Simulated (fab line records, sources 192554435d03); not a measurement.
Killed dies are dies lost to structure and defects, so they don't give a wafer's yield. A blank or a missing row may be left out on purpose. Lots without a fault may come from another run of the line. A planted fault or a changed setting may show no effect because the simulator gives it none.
A struck lot beside a sound one | flow n5_finfet | 15 steps out of a route of 1938
Sound: wafers L923.1, L923.4, L923.6. Struck: wafers L916.4, L916.6. (L916.2 of the same lot was not struck and is left out.) The cause comes at the end.
At each step with rows: each side's tool, then ch and its chambers, then its first start. Under that, the readings that differ: sound wafers | struck wafers | difference of the means | sigmas: that difference in standard deviations of wafers without a fault.
alike: readings whose means differ by less than 2 such deviations, and words and numbers that are the same on both sides. not compared: withheld readings, readings that some wafer has no value for, bounds like >300 that may hide the same value, and numbers for which the record gives no deviation and whose values overlap.
The two part at a step that has a row with sigmas, a row that says differs or no value, or rows on one side only. Numbers that don't overlap but have no deviation are shown without sigmas and don't part them. A reading that every wafer of one side lacks parts them only if that side has two wafers or more.

first, 2 steps without rows for these wafers: N5_FIN_SAQP_HM_OPEN_73 (chemistry CHF3/O2, target SiO2, stops on a-Si, target depth 12 nm, time 16.8 s); N5_FIN_SAQP_STRIP_74 (strips in CHF3/O2).
N5_FIN_SAQP_MANDREL_ETCH_22: etches a-Si in HBr/Cl2, stops on SiNx, target depth 60 nm, bt time 10 s, time 30 s.
  sound on rie_si-03 ch 1,2,3, day 6 23:50; struck on rie_si-05 ch 2,3, day 5 03:52
  reading              | sound             | struck      | difference | sigmas
  HBr_flow_sccm (sccm) | 150.1 150.9 150.0 | 148.5 150.1 | -1.0       | -2
  alike: bias_w, drypump_motor_current_A, oes_product_au, throttle_valve_pct
  not compared: rf_hours_counter_h
N5_FIN_SAQP_STRIP_55: strips in N2/H2.
  sound on rie_diel-05 ch 0,3, day 7 00:08; struck on rie_diel-06 ch 2,3, day 5 03:59
  alike: drypump_motor_current_A, oes_product_au, rf_vpp_V, showerhead_plenum_p_Torr, throttle_valve_pct
  not compared: rf_hours_counter_h
then, 3 steps without rows for these wafers: N5_FIN_SAQP_STRIP_23 (strips in SPM, time 750 s); N5_FIN_SAQP_SRD_66 (time 30 s); N5_FIN_SAQP_RECESS_75 (chemistry HF/NH3, target SiO2, target depth 14.4 nm, afs cycles 3, sublimation time 60 s).
N5_FIN_SAQP_SPACER1_ALD_24: deposits SiO2, target thk 20.3 nm, pulse time 1 s, purge time 2 s.
  sound on ald_sin-04 ch 1,2,3, day 7 00:51; struck on ald_sin-04 ch 2,3, day 5 04:41
  alike: heater_power_w, precursor_pulse_height_rel
then, 1 step without rows for these wafers: N5_FIN_SAQP_SPACER1_ETCHBACK_25 (etches SiO2 in CHF3/O2, target depth 24.4 nm, time 12.2 s).
N5_FIN_SAQP_MANDREL1_REMOVE_56: chemistry HBr/Cl2/O2, target a-Si, stops on SiNx, bt time 10 s.
  sound on rie_si-01 ch 0,1,2, day 7 01:39; struck on rie_si-01 ch 3, day 5 05:29
  alike: HBr_flow_sccm, bias_w, drypump_motor_current_A, oes_product_au, throttle_valve_pct
  not compared: rf_hours_counter_h
N5_FIN_SAQP_CD_MEAS_27: target cd 20 nm.
  sound on cd_sem-03 ch 0, day 7 01:46; struck on cd_sem-02 ch 0, day 5 05:37
  alike: cd_nm
then, 1 step without rows for these wafers: N5_FIN_SAQP_ETCH_57 (etches SiNx in CH3F/O2, target depth 32.5 nm, time 46.4 s).
N5_FIN_SAQP_ETCH_65: etches SiO2 in CF4, target depth 4 nm, time 4.4 s.
  sound on rie_si-03 ch 0,1,3, day 7 02:00; struck on rie_si-05 ch 0, day 5 05:46
  reading                  | sound             | struck      | difference | sigmas
  oes_product_au (a.u.)    | 0.994 1.014 1.007 | 0.894 0.878 | -0.119     | -8
  throttle_valve_pct (%)   | 21.62 22.00 21.73 | 21.36 21.35 | -0.43      | -2
  model.etch.depth_nm (nm) | 3.993 3.956 3.953 | 3.309 3.26  | -0.683     |
  alike: bias_w, drypump_motor_current_A
  not compared: rf_hours_counter_h
N5_FIN_SAQP_MANDREL_ETCH_58: etches a-Si in HBr/Cl2, stops on SiNx, target depth 45 nm, bt time 10 s, time 27 s.
  sound on rie_si-03 ch 0,1,3, day 7 02:02; struck on rie_si-05 ch 0, day 5 05:47
  alike: HBr_flow_sccm, bias_w, drypump_motor_current_A, oes_product_au, throttle_valve_pct
  not compared: rf_hours_counter_h
-- the record jumps here: 5 days lie between the struck wafers' starts before and after (it left off in module FIN_SAQP and takes up again in module BEOL_M4, whose first step shown is number 1111 of the route) --
N5_BEOL_M4_RC_MEAS_101:
  sound on prober-01 ch 0, day 13 07:43; struck on prober-02 ch 0, day 10 14:52
  reading       | sound          | struck    | difference | sigmas
  DIBL_N (mV/V) | 37.2 37.4 37.0 | 35.0 33.7 | -2.9       | -2
  SS_P (mV/dec) | 74.3 74.3 73.7 | 72.9 72.0 | -1.6       | -3
  alike: DIBL_P, IOFF_N, IOFF_P, ION_N, ION_P, SS_N, VT_N, VT_P

WHERE THEY PART
First at N5_FIN_SAQP_MANDREL_ETCH_22; last, within this record, at N5_BEOL_M4_RC_MEAS_101.

WHY: what the simulator had put in
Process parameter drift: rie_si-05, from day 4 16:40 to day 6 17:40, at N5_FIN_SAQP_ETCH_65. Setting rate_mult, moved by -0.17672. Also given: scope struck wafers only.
